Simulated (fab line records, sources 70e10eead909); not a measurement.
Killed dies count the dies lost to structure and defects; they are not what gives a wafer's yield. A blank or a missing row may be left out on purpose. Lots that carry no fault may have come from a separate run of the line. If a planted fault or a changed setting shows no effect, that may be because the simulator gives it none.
Struck lot and sound lot, side by side | flow nand_harc | 13 steps out of a route of 1302
Sound: wafers L775.2, L775.5, L775.6. Struck: wafer L790.1 (left out: L790.2, L790.3 of the same lot, which were not struck); the cause appears at the end.
Order at every step that has rows: each side's tool, ch and its chambers, its first start. Under that, the readings that differ: sound wafers | struck wafers | difference of the means | sigmas: that difference in standard deviations of wafers without a fault.
alike: same words and numbers on both sides, and readings whose means sit less than 2 such deviations apart. not compared: any withheld reading, any reading some wafer has no value for, any bound like >300 that may hide the same value, and any number with overlapping values for which the record gives no deviation.
The two part at a step that has a row with sigmas, a row that says differs or no value, or rows on one side only. Non-overlapping numbers with no deviation appear without sigmas and do not part them. Lack of a reading on every wafer of one side parts them only where that side has two or more wafers.

NHARC_A_BONDPAD_DEGAS_25: time 60 s.
  sound: pvd_sputter-02 at day 23 17:29; struck: pvd_sputter-01 at day 30 17:54
  alike: heater_power_w
NHARC_A_BONDPAD_PRE_CLEAN_26: time 30 s.
  sound on pvd_sputter-02; struck on pvd_sputter-01
  alike: heater_power_w
NHARC_A_BONDPAD_PVD_17: deposits TaN, target thk 5 nm, time 8.06 s.
  sound on pvd_sputter-02; struck on pvd_sputter-01
  reading                | sound          | struck | difference | sigmas
  throttle_valve_pct (%) | 30.5 31.2 31.1 | 28.4   | -2.5       | -2
  alike: cathode_dc_power_W, chamber_pressure_pa
NHARC_A_BONDPAD_PVD_27: deposits Cu, target thk 30 nm, time 20.49 s.
  sound on pvd_sputter-02; struck on pvd_sputter-01
  alike: cathode_dc_power_W, chamber_pressure_pa, throttle_valve_pct
then, 1 step without rows for these wafers: NHARC_A_BONDPAD_ECD_18 (material Cu, target thk 400 nm).
NHARC_A_BONDPAD_ANNEAL_28: time 90 s.
  sound on rtp_anneal-01 ch 0, day 23 18:16; struck on rtp_anneal-01 ch 0, day 30 18:38
  alike: wafer_temp_C_max
then, 1 step without rows for these wafers: NHARC_A_BONDPAD_CMP_19 (polishes, t overpolish 30 s, cu recess touch 16 s, target thk 169.82 nm).
NHARC_A_BONDPAD_THK_MEAS_20: measures by xrf.
  sound: film_metro-02 at day 23 18:53; struck: film_metro-02 at day 30 19:19
  alike: thk_nm
then, 1 step without rows for these wafers: NHARC_A_BONDPAD_SRD_21 (time 30 s, dry time 20 s).
NHARC_A_BONDPAD_INSPECT_23:
  sound: defect_inspect-02 at day 23 19:07; struck: defect_inspect-02 at day 30 19:31
  alike: raw_defect_count
NHARC_HYBRID_BOND_ACTIVATE_00: chemistry N2, time 60 s.
  sound on rie_diel-13 ch 0,1, day 23 19:11; struck on rie_diel-13 ch 0, day 30 19:35
  reading          | sound          | struck | difference | sigmas
  run_length_s (s) | 81.5 81.7 81.6 | 68.9   | -12.7      | -31
  alike: drypump_motor_current_A, oes_product_au, rf_vpp_V, showerhead_plenum_p_Torr
  not compared: rf_hours_counter_h
then, 1 step without rows for these wafers: NHARC_HYBRID_BOND_PRECLEAN_01 (cleans in DIW, time 300 s).
NHARC_END_SORT_01:
  here the record holds rows for the struck wafers (prober-01 ch 0, day 32 02:01) but none for the sound ones

## WHERE THEY PART
First at NHARC_A_BONDPAD_PVD_17; last, within this record, at NHARC_END_SORT_01.

WHY: whatever the simulator had introduced
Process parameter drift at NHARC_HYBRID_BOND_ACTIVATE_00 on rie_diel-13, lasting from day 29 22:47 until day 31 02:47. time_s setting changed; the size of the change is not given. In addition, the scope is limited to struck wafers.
